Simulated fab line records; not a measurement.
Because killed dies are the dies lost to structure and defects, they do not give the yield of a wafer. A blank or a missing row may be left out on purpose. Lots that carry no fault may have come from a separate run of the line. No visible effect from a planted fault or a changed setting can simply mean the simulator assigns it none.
Matching of chambers -- flow nand-harc -- rie-diel-13 running NHARC_P_M1_DESCUM_14: 4 sister chambers
The step chemistry O2, time 3 s. 22 wafers are shown with their chamber, then 11 later ones without.

## WAFERS WITH THEIR CHAMBER
wafer,chamber,showerhead-plenum-p-Torr (Torr),drypump-motor-current-A (A),rf-vpp-V (V)
L672.2,1,1.84,5.6,56.4
L672.4,2,1.98,5.8,58.1
L672.5,2,1.98,5.8,56.7
L673.2,1,1.84,5.6,58.2
L673.4,0,1.97,6.0,57.7
L673.5,3,1.90,5.7,57.2
L674.1,0,1.97,6.0,57.4
L674.2,1,1.84,5.6,57.3
L674.6,1,1.84,5.6,57.3
L678.2,1,1.84,5.6,57.5
L678.4,3,1.89,5.7,58.7
L678.5,0,1.97,5.9,58.1
L681.2,2,1.98,5.8,58.1
L681.3,3,1.89,5.7,57.4
L681.4,2,1.98,5.8,56.1
L682.3,1,1.84,5.6,57.3
L682.4,1,1.84,5.6,58.4
L682.5,2,1.98,5.8,55.8
L683.1,1,1.84,5.6,55.9
L683.2,3,1.89,5.6,57.6
L683.6,2,1.98,5.8,58.1
L684.3,0,1.97,6.0,60.1

SIGNATURES (means of the wafers above)
reading,chamber 0,chamber 1,chamber 2,chamber 3,scatter within a chamber
showerhead-plenum-p-Torr,1.9700,1.8400,1.9800,1.8925,0.00204
drypump-motor-current-A,5.975,5.600,5.800,5.675,0.0289
rf-vpp-V,58.325,57.288,57.150,57.725,0.956
Rule: for a wafer and a chamber, the distance is found by dividing, reading by reading, the gap between the wafer's reading and the chamber's mean by the reading's scatter, squaring, summing and taking the root. If the next closest chamber is less than 2 further off than the closest, the wafer can't be placed; otherwise it belongs to the closest. The scatter is the square root of a quotient: the sum, over the shown wafers, of each reading's squared deviation from its chamber's mean, divided by wafers minus chambers.

## WAFERS WITH NO CHAMBER GIVEN
wafer,showerhead-plenum-p-Torr (Torr),drypump-motor-current-A (A),rf-vpp-V (V)
L684.5,1.84,5.6,58.3
L684.6,1.97,5.9,58.2
L685.2,1.98,5.8,58.5
L685.4,1.97,6.0,57.2
L685.6,1.84,5.6,58.1
L693.4,1.84,5.6,58.6
L693.5,1.89,5.7,56.2
L693.6,1.98,5.8,57.0
L695.1,1.96,6.0,58.2
L695.2,1.84,5.5,58.0
L695.5,1.96,6.0,58.4

## CHAMBER TAKEN BY EACH
wafer,from the rows above,in truth
L684.5,1,1
L684.6,0,0
L685.2,2,2
L685.4,0,0
L685.6,1,1
L693.4,1,1
L693.5,3,3
L693.6,2,2
L695.1,0,0
L695.2,1,1
L695.5,0,0
Correct placement for 11 of the 11. Left unplaced by these rows: 0. Number placed wrongly: 0.
